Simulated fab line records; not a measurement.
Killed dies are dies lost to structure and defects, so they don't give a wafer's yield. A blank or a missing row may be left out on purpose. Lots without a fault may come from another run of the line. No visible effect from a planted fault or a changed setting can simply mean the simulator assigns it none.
fab line records	flow n5_finfet
record lots=9	wafers=27	last_day=18
route steps=1938 shown BEOL_M3@954 BEOL_M4@1111 PASSIVATION@1936
lots untouched by any fault: they come from a run of this same line in which no faults occurred
start_h: hours from the record's opening day to when the first of the lot's shown wafers began	wait_h: hours from the lot's prior step to this one	" as in the row above	L1.1+2: several wafers, shown together as one row	- no value, or no start given	* or withheld: withheld	< > ~ a bound
route shown NAME@n: a module of which the file shows steps, and the number in the route of the first	usual: mean/standard deviation of fault-free wafers	same: alike in all rows	chamber/n: place in a boat	sites: the reading at each site	_std_site: the standard deviation of these	_edge_site: mean of outer sites minus mean of inner sites	radius_mm: how far each site lies from the wafer's centre	mask NAME#n: copy n	behind: the tool/chamber that last shaped the wafer	hold: reason for holding the lot/hours on hold/outcome of the hold	device: the n, p or np transistor that did not switch	end of line: the tests these same wafers got at the end of their route	where a step has no rows: the recipe by itself	killed: the dies lost at the first sort to structure and to defects; this is not the yield of the wafer	map: dies across one wafer; x = killed, . = not, _ = none there
set.NAME: setting as actually run; set.NAME@STEP: the setting as run at that earlier step	model.NAME: the simulator's own value behind a step, which no gauge read
route steps across a sampled set of lots; one table per step, one row per wafer
services: a tool's chamber out of use, with start hour (start_h, from the record's first day; less than 0 if before it), hours out, and reason
## steps
# step N5_BEOL_M3_HM_OPEN_17
# recipe chemistry=Cl2/BCl3	target_depth_a=200	overetch_a=60	target=TiN	mask_material=SOC	ion_energy_ev=150	pressure_mtorr=10	icp_w=1000	bias_w=126	Cl2_flow_sccm=53.25	bcl3_flow_sccm=21.75	Ar_flow_sccm=25
# usual drypump_motor_current_A=5.7/0.54	he_backside_leak_sccm=3.36/0.23	oes_product_au=0.66/0.078	throttle_valve_pct=22.14/0.17
lot.wafer	tool	chamber	start_h	wait_h	drypump_motor_current_A	he_backside_leak_sccm	oes_product_au	rf_hours_counter_h	throttle_valve_pct
L900.4	rie_metal-02	0	146.74	0.1	6.1	3.13	0.63	-	22.23
L900.5	"	0	"	"	6.1	3.25	0.63	-	22.20
L900.6	"	1	"	"	5.6	3.56	0.80	-	22.16
L902.2	rie_metal-03	0	156.26	0.0	4.6	3.46	0.68	33	22.26
L902.3	"	0	"	"	4.6	3.48	0.68	-	22.23
L902.5	"	1	"	"	5.9	3.35	0.59	-	21.81
L913.3	rie_metal-02	1	218.60	0.1	5.6	3.59	0.76	-	22.14
L913.4	"	0	"	"	6.1	3.55	0.62	-	22.22
L913.5	"	1	"	"	5.6	3.49	0.76	-	22.16
L912.3	rie_metal-03	0	220.62	0.1	4.6	3.47	0.66	-	22.27
L912.4	"	1	"	"	6.0	3.37	0.58	-	21.82
L912.5	"	0	"	"	4.6	3.32	0.67	-	22.24
L914.2	rie_metal-03	0	237.26	0.0	4.6	3.28	0.67	40	22.23
L914.4	"	1	"	"	5.9	3.10	0.59	-	21.83
L914.5	"	0	"	"	4.6	3.30	0.67	-	22.25
L918.1	rie_metal-02	0	258.71	0.0	6.1	3.47	0.61	65	22.23
L918.2	"	1	"	"	5.6	3.50	0.73	12	22.19
L918.3	"	0	"	"	6.1	3.40	0.62	-	22.23
L919.2	rie_metal-02	1	260.16	0.0	5.6	3.61	0.74	12	22.16
L919.3	"	1	"	"	5.6	3.73	0.74	-	22.17
L919.4	"	0	"	"	6.1	2.96	0.62	-	22.21
L923.2	rie_metal-02	1	283.26	0.0	5.6	3.43	0.72	15	22.17
L923.4	"	1	"	"	5.6	3.44	0.72	-	22.18
L923.5	"	1	"	"	5.6	3.26	0.72	-	22.19
L922.1	rie_metal-03	1	290.44	0.0	5.9	3.33	0.57	88	21.85
L922.2	"	0	"	"	4.6	3.37	0.65	46	22.27
L922.4	"	1	"	"	5.9	3.37	0.57	-	21.84
# step N5_BEOL_M3_ETCHBACK_99
# recipe chemistry=CHF3	target=SiO2	target_depth_a=50	time_s=10.4	source_w=215	bias_w=47	Ar_flow_sccm=200	CHF3_flow_sccm=12	ion_energy_ev=100	pressure_mtorr=30
# usual CHF3_flow_sccm=12.00/0.037	bias_w=47.00/0.14	drypump_motor_current_A=5.7/0.34	oes_product_au=0.79/0.095	rf_vpp_V=240/5	showerhead_plenum_p_Torr=2.16/0.068	throttle_valve_pct=16.99/0.29
lot.wafer	tool	chamber	start_h	wait_h	CHF3_flow_sccm	bias_w	drypump_motor_current_A	oes_product_au	rf_hours_counter_h	rf_vpp_V	showerhead_plenum_p_Torr	throttle_valve_pct
L900.4	rie_diel-01	1	148.65	1.1	12.02	47.05	5.5	0.75	166	245	2.14	16.96
L900.5	"	1	"	"	11.95	47.06	5.5	0.75	-	246	2.14	16.98
L900.6	"	2	"	"	12.07	47.20	5.4	0.69	-	246	2.14	17.59
L902.2	rie_diel-05	0	175.66	18.6	12.03	46.86	5.4	0.91	20	239	2.31	17.04
L902.3	"	1	"	"	11.93	47.20	5.2	0.75	141	237	2.16	16.81
L902.5	"	3	"	"	11.99	46.90	5.6	0.67	-	237	2.15	17.27
L913.3	rie_diel-01	1	224.66	5.0	-	-	-	-	-	-	-	-
L913.4	"	2	"	"	-	-	-	-	-	-	-	-
L913.5	"	0	"	"	-	-	-	-	-	-	-	-
L912.3	rie_diel-05	1	224.85	3.0	-	-	-	-	-	-	-	-
L912.4	"	2	"	"	-	-	-	-	-	-	-	-
L912.5	"	0	"	"	-	-	-	-	-	-	-	-
L914.2	rie_diel-01	0	240.01	1.6	-	-	-	-	-	-	-	-
L914.4	"	3	"	"	-	-	-	-	-	-	-	-
L914.5	"	0	"	"	-	-	-	-	-	-	-	-
L918.1	rie_diel-05	3	262.54	2.9	12.01	47.05	5.6	0.66	234	239	2.14	17.31
L918.2	"	1	"	"	11.94	46.93	5.2	0.73	169	237	2.15	16.89
L918.3	"	2	"	"	11.96	46.98	5.9	0.69	237	234	2.13	17.20
L919.2	rie_diel-05	1	266.51	5.3	12.02	46.96	5.2	0.73	170	238	2.15	16.86
L919.3	"	0	"	"	12.01	46.99	5.4	0.86	48	237	2.30	17.10
L919.4	"	3	"	"	12.01	47.15	5.6	0.66	236	238	2.14	17.31
L923.2	rie_diel-01	0	286.95	2.5	12.00	46.83	5.3	0.78	-	234	2.17	17.08
L923.4	"	0	"	"	11.94	46.89	5.3	0.79	-	232	2.17	17.08
L923.5	"	0	"	"	11.96	46.89	5.3	0.78	-	234	2.17	17.08
L922.1	rie_diel-01	2	298.51	7.1	12.05	46.78	5.4	0.98	0	246	2.13	17.15
L922.2	"	0	"	"	11.98	46.69	5.3	0.78	102	232	2.17	17.11
L922.4	"	1	"	"	11.97	46.93	5.5	0.71	208	243	2.12	17.06
# step N5_BEOL_M3_ETCH_70
# recipe chemistry=N2/H2	target=SOC	target_depth_a=800	overetch_a=160	mask_material=SiARC	temp_c=40	time_s=120	ion_energy_ev=200	pressure_mtorr=30	source_w=840	bias_w=150	n2_flow_sccm=200	h2_flow_sccm=200
# usual drypump_motor_current_A=5.7/0.34	oes_product_au=0.61/0.069	rf_vpp_V=524.0/2.1	showerhead_plenum_p_Torr=2.55/0.068	throttle_valve_pct=17.72/0.22
lot.wafer	tool	chamber	start_h	wait_h	drypump_motor_current_A	oes_product_au	rf_hours_counter_h	rf_vpp_V	showerhead_plenum_p_Torr	throttle_valve_pct
L900.4	rie_diel-01	1	148.68	0.0	5.5	0.57	166	523.1	2.54	17.75
L900.5	"	1	"	"	5.5	0.57	-	523.4	2.54	17.75
L900.6	"	2	"	"	5.4	0.54	-	522.2	2.51	18.28
L902.2	rie_diel-05	0	175.70	0.0	5.4	0.69	20	527.5	2.71	17.64
L902.3	"	1	"	"	5.2	0.58	141	523.8	2.55	17.59
L902.5	"	3	"	"	5.6	0.53	-	523.0	2.52	17.82
L913.3	rie_diel-01	1	224.69	0.0	5.5	0.57	184	523.3	2.53	17.77
L913.4	"	2	"	"	5.4	0.52	254	524.2	2.50	18.34
L913.5	"	0	"	"	5.3	0.62	-	525.4	2.56	17.66
L912.3	rie_diel-05	1	224.89	0.0	5.2	0.57	157	525.5	2.54	17.62
L912.4	"	2	"	"	5.9	0.54	226	523.7	2.51	17.85
L912.5	"	0	"	"	5.4	0.68	-	527.5	2.70	17.66
L914.2	rie_diel-01	0	240.05	0.0	5.3	0.62	78	524.0	2.56	17.67
L914.4	"	3	"	"	5.7	0.55	-	519.6	2.43	17.71
L914.5	"	0	"	"	5.3	0.62	-	523.4	2.55	17.67
L918.1	rie_diel-05	3	262.57	0.0	5.6	0.52	234	523.2	2.51	17.85
L918.2	"	1	"	"	5.2	0.57	169	523.4	2.54	17.64
L918.3	"	2	"	"	5.9	0.54	237	523.1	2.51	17.87
L919.2	rie_diel-05	1	266.55	0.0	5.2	0.56	170	522.8	2.54	17.65
L919.3	"	0	"	"	5.4	0.66	48	527.6	2.70	17.68
L919.4	"	3	"	"	5.6	0.52	236	522.5	2.51	17.87
L923.2	rie_diel-01	0	287.08	0.1	5.3	0.61	-	523.1	2.55	17.71
L923.4	"	0	"	"	5.3	0.61	-	525.4	2.55	17.70
L923.5	"	0	"	"	5.3	0.61	-	524.5	2.55	17.71
L922.1	rie_diel-01	2	298.55	0.0	5.4	0.75	0	521.7	2.50	17.82
L922.2	"	0	"	"	5.3	0.61	102	523.7	2.54	17.70
L922.4	"	1	"	"	5.5	0.55	208	523.0	2.52	17.81
# step N5_BEOL_M3_STRIP_97
# recipe chemistry=N2/H2	time_s=10	power_w=450	temp_c=40	pressure_mtorr=20	rf_frequency_hz=6e+07	bias_power_w=7	n2_flow_sccm=200	h2_flow_sccm=200
# usual drypump_motor_current_A=5.7/0.34	oes_product_au=0.79/0.094	rf_vpp_V=59.1/0.88	showerhead_plenum_p_Torr=2.55/0.068	throttle_valve_pct=23.52/0.22
lot.wafer	tool	chamber	start_h	wait_h	drypump_motor_current_A	oes_product_au	rf_hours_counter_h	rf_vpp_V	showerhead_plenum_p_Torr	throttle_valve_pct
L900.4	rie_diel-01	1	-	-	5.5	0.74	166	60.1	2.53	23.45
L900.5	"	1	"	"	5.5	0.75	-	59.0	2.53	23.43
L900.6	"	2	"	"	5.4	0.69	-	59.4	2.51	24.10
L902.2	rie_diel-05	0	-	-	5.4	0.91	20	58.6	2.71	23.47
L902.3	"	1	"	"	5.2	0.75	141	58.7	2.55	23.38
L902.5	"	3	"	"	5.6	0.68	-	58.3	2.51	23.46
L913.3	rie_diel-01	1	-	-	5.5	0.72	184	58.1	2.53	23.48
L913.4	"	2	"	"	5.4	0.68	254	57.9	2.50	24.12
L913.5	"	0	"	"	5.3	0.81	-	60.4	2.55	23.44
L912.3	rie_diel-05	1	-	-	5.2	0.74	157	59.4	2.54	23.40
L912.4	"	2	"	"	5.9	0.71	226	57.9	2.51	23.55
L912.5	"	0	"	"	5.4	0.89	-	59.7	2.70	23.49
L914.2	rie_diel-01	0	-	-	5.3	0.80	78	57.3	2.55	23.45
L914.4	"	3	"	"	5.7	0.73	-	59.6	2.43	23.57
L914.5	"	0	"	"	5.3	0.80	-	58.5	2.55	23.45
L918.1	rie_diel-05	3	-	-	5.6	0.66	235	59.0	2.50	23.47
L918.2	"	1	"	"	5.2	0.73	169	57.8	2.53	23.42
L918.3	"	2	"	"	5.9	0.70	237	57.9	2.50	23.58
L919.2	rie_diel-05	1	-	-	5.2	0.73	170	58.6	2.53	23.41
L919.3	"	0	"	"	5.4	0.87	48	59.0	2.69	23.50
L919.4	"	3	"	"	5.6	0.67	236	59.1	2.50	23.49
L923.2	rie_diel-01	0	-	-	5.3	0.79	-	59.6	2.54	23.48
L923.4	"	0	"	"	5.3	0.79	-	58.8	2.54	23.49
L923.5	"	0	"	"	5.3	0.79	-	60.6	2.54	23.48
L922.1	rie_diel-01	2	-	-	5.4	0.98	0	57.8	2.50	23.71
L922.2	"	0	"	"	5.3	0.78	102	58.2	2.54	23.50
L922.4	"	1	"	"	5.5	0.71	208	59.3	2.52	23.50
# step N5_BEOL_M4_RC_MEAS_101
# usual DIBL_N=36.0/1.9	DIBL_P=36.0/2.1	IOFF_N=0.155/0.029	IOFF_P=0.20/0.032	ION_N=672/11	ION_P=461/6.9	SS_N=71.5/0.58	SS_P=73.2/0.64	VT_N=250.4/2.9	VT_P=-251.0/2.8
lot.wafer	tool	chamber	start_h	wait_h	DIBL_N[mV/V]	DIBL_P[mV/V]	IOFF_N[nA/um]	IOFF_P[nA/um]	ION_N[uA/um]	ION_P[uA/um]	SS_N[mV/dec]	SS_P[mV/dec]	VT_N[mV]	VT_P[mV]
L900.4	prober-02	0	180.36	0.5	34.5	33.8	0.124	0.16	676	455	70.4	72.2	254.2	-256.0
L900.5	"	0	"	"	35.0	35.0	0.131	0.17	659	446	71.1	72.5	253.3	-252.8
L900.6	"	0	"	"	35.1	34.7	0.136	0.16	661	451	70.7	72.9	251.9	-257.8
L902.2	prober-01	0	187.22	0.2	34.9	34.6	0.145	0.22	661	457	71.4	72.4	249.4	-248.6
L902.3	"	0	"	"	35.2	35.3	0.160	0.22	670	462	71.6	73.1	245.6	-248.3
L902.5	"	0	"	"	36.4	35.9	0.168	0.22	669	460	72.3	72.6	247.4	-250.0
L918.1	prober-02	0	283.94	0.0	36.7	37.7	0.173	0.23	684	470	71.7	73.8	248.6	-248.9
L918.2	"	0	"	"	37.2	38.2	0.186	0.24	669	460	71.4	74.2	245.9	-247.8
L918.3	"	0	"	"	38.1	40.4	0.202	0.28	688	475	72.0	74.6	245.9	-245.5
L919.2	prober-02	0	288.21	0.2	35.1	36.4	0.144	0.21	677	467	70.6	73.3	249.4	-251.5
L919.3	"	0	"	"	32.9	34.1	0.119	0.18	654	453	70.8	72.2	250.0	-251.7
L919.4	"	0	"	"	35.1	37.0	0.155	0.22	681	469	71.7	73.2	247.5	-249.1
L923.2	prober-01	0	311.51	0.2	37.5	36.0	0.179	0.23	672	465	71.6	73.9	248.6	-246.8
L923.4	"	0	"	"	35.8	34.7	0.147	0.20	678	460	71.1	72.9	251.6	-250.3
L923.5	"	0	"	"	38.0	36.4	0.173	0.24	657	450	71.5	73.8	248.6	-252.1
L922.1	prober-01	0	313.78	0.0	34.4	35.1	0.149	0.19	682	466	71.6	73.0	252.9	-249.1
L922.2	"	0	"	"	33.3	33.1	0.118	0.15	661	450	71.0	72.6	255.5	-255.7
L922.4	"	0	"	"	32.8	33.0	0.119	0.16	674	462	70.4	72.9	251.2	-253.9
# step N5_PASSIVATION_PROBE_49
# usual defect_limited_yield=91.0/1.5	killed_at_M0_to_M3=33/9.4	killed_at_M4_up=14/4.8	killed_at_contacts=13/7.3	killed_at_front_end=43/13	killed_at_other=3.6/2.9	killed_dies=106/18	killed_on_rim=14/4.2	killed_open=69/13	killed_short=35/8.2	sort_bin_5_function=5.3/1	sort_bin_6_memory=3.3/0.68	sort_bin_8_speed=0.01/0.027	sort_n_pass=1074/18	sort_yield_pct=91.0/1.5
# same gross_dies=1180	killed_at_back_side=0	sort_bin_4_leakage[%]=0
lot.wafer	tool	chamber	start_h	wait_h	defect_limited_yield[%]	killed_at_M0_to_M3	killed_at_M4_up	killed_at_contacts	killed_at_front_end	killed_at_other	killed_dies	killed_on_rim	killed_open	killed_short	sort_bin_5_function[%]	sort_bin_6_memory[%]	sort_bin_8_speed[%]	sort_n_pass	sort_yield_pct[%]
L912.3	prober-01	-	356.24	0.1	0	1077	14	6	79	4	1180	152	99	48	95.4	4.0	0	0	0
L912.4	prober-01	-	356.29	0.2	0	1108	16	7	46	3	1180	152	63	38	96.3	3.3	0	0	0
L912.5	prober-01	-	356.34	0.2	0	1075	7	16	81	1	1180	152	102	53	95.3	4.3	0	0	0
L913.3	prober-01	-	358.20	0.1	0	1104	17	14	41	4	1180	152	73	30	96.6	3.1	0	0	0
L913.4	prober-01	-	358.25	0.2	0	1094	22	3	54	7	1180	152	90	33	96.0	3.9	0	0	0
L913.5	prober-01	-	358.30	0.2	0	1100	17	19	44	0	1180	152	80	26	95.8	3.9	0	0	0
L914.2	prober-02	-	360.79	0.1	0	1108	16	14	40	2	1180	152	78	21	96.3	3.4	0	0	0
L914.4	prober-02	-	360.89	0.2	0	1112	10	15	41	2	1180	152	66	47	96.2	3.6	0	0	0
L914.5	prober-02	-	360.94	0.2	0	1102	14	21	38	5	1180	152	78	46	95.3	4.2	0	0	0
# killed by level:class
L912.3 BEOL_M3:area_etchback=1033 FIN_SAQP:geometric_particle:open=30 STI_FIN_REVEAL:geometric_particle:open=15 FIN_SAQP:geometric_particle:short=14 BEOL_M0_SAQP:geometric_particle:short=10 BEOL_M3:geometric_particle:open=9 DUMMY_GATE:geometric_particle:open=7 BEOL_M4:geometric_particle:open=7
L912.4 BEOL_M3:area_etchback=1078 FIN_SAQP:geometric_particle:open=9 FIN_SAQP:geometric_particle:short=8 BEOL_M2:geometric_particle:open=8 MOL_CONTACT_COAG:geometric_particle:open=6 BEOL_M4:geometric_particle:open=5 STARTING-WAFER:geometric_particle:short=4 BEOL_M2:geometric_particle:short=4
L912.5 BEOL_M3:area_etchback=1024 FIN_SAQP:geometric_particle:open=22 STI_FIN_REVEAL:geometric_particle:open=15 FIN_SAQP:geometric_particle:short=14 MOL_CONTACT_COAG:geometric_particle:open=14 BEOL_M3:geometric_particle:open=10 BEOL_M0_SAQP:geometric_particle:short=10 BEOL_M0_SAQP:geometric_particle:open=9
L913.3 BEOL_M3:area_etchback=1076 FIN_SAQP:geometric_particle:open=16 MOL_CONTACT_COAG:geometric_particle:open=12 BEOL_M3:geometric_particle:open=7 FIN_SAQP:geometric_particle:short=6 BEOL_M0_SAQP:geometric_particle:open=5 BEOL_M2:geometric_particle:open=5 STARTING-WAFER:geometric_particle:short=4
L913.4 BEOL_M3:area_etchback=1057 FIN_SAQP:geometric_particle:open=25 BEOL_M4:geometric_particle:open=12 STI_FIN_REVEAL:geometric_particle:open=9 BEOL_M0_SAQP:geometric_particle:open=7 BEOL_M1:geometric_particle:open=7 BEOL_M2:geometric_particle:open=7 BEOL_M3:geometric_particle:open=6
L913.5 BEOL_M3:area_etchback=1074 FIN_SAQP:geometric_particle:open=16 MOL_CONTACT_COAG:geometric_particle:open=16 STI_FIN_REVEAL:geometric_particle:open=11 BEOL_M4:geometric_particle:open=10 BEOL_M1:geometric_particle:open=7 BEOL_M0_SAQP:geometric_particle:open=6 BEOL_M0_SAQP:geometric_particle:short=5
L914.2 BEOL_M3:area_etchback=1080 FIN_SAQP:geometric_particle:open=11 BEOL_M0_SAQP:geometric_particle:open=11 MOL_CONTACT_COAG:geometric_particle:open=11 STI_FIN_REVEAL:geometric_particle:open=8 FIN_SAQP:geometric_particle:short=7 BEOL_M2:geometric_particle:open=6 STARTING-WAFER:geometric_particle:open=4
L914.4 BEOL_M3:area_etchback=1067 FIN_SAQP:geometric_particle:short=11 MOL_CONTACT_COAG:geometric_particle:open=11 BEOL_M0_SAQP:geometric_particle:short=11 BEOL_M2:geometric_particle:open=11 BEOL_M0_SAQP:geometric_particle:open=10 FIN_SAQP:geometric_particle:open=7 BEOL_M4:geometric_particle:open=7
L914.5 BEOL_M3:area_etchback=1056 MOL_CONTACT_COAG:geometric_particle:open=19 BEOL_M0_SAQP:geometric_particle:short=17 BEOL_M0_SAQP:geometric_particle:open=12 FIN_SAQP:geometric_particle:short=11 FIN_SAQP:geometric_particle:open=8 BEOL_M2:geometric_particle:open=7 GATE_CUT:geometric_particle:open=5
## services
tool	chamber	start_h	hours	kind
rie_metal-03	0	132.05	12.0	repair
rie_diel-05	1	141.67	9.0	repair
rie_diel-05	3	190.29	7.9	repair
rie_diel-01	1	194.00	11.3	repair
rie_diel-01	0	197.51	3.7	repair
rie_diel-01	3	226.04	5.8	repair
rie_diel-01	2	236.17	32.3	repair
rie_diel-01	-	236.82	0.8	repair
rie_metal-03	-	264.13	0.5	repair
rie_diel-01	2	268.72	-	clean
rie_diel-01	2	268.72	-	consumable_replace:focus_ring
rie_diel-01	2	268.72	27.5	scheduled_down
rie_diel-01	2	268.72	27.5	vent_cycle
rie_diel-01	1	279.30	8.4	repair
rie_diel-01	3	286.15	4.1	repair
rie_diel-05	-	295.90	14.6	pm
## key
first_sign step=N5_BEOL_M3_ETCHBACK_99	reading=tool_record	direction=missing
effect step=N5_PASSIVATION_PROBE_49	reading=killed_at_M0_to_M3	direction=up	sigmas=99+	usual=33	struck=1098
more_kills_born_at N5_BEOL_M3_ETCHBACK_99@rie_diel-01=6410	N5_BEOL_M3_ETCHBACK_99@rie_diel-05=3135
met_at N5_BEOL_M3_ETCHBACK_99
struck_lots L912,L913,L914
later_rows_left_out L912.3,L912.4,L912.5,L913.3,L913.4,L913.5,L914.2,L914.4,L914.5
not_acting_at N5_BEOL_M3_HM_OPEN_17,N5_BEOL_M3_ETCH_70,N5_BEOL_M3_STRIP_97
onset_between 175.66 224.66
fault kind=skipped_step_whole	tool=rie_diel-01,rie_diel-05	chamber=-	onset_h=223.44	steps=N5_BEOL_M3_ETCHBACK_99	scope=struck_lots_only
# later_rows_left_out: the simulator's readings of these wafers behind a module that went badly wrong aren't trusted and aren't shown, but for the sort
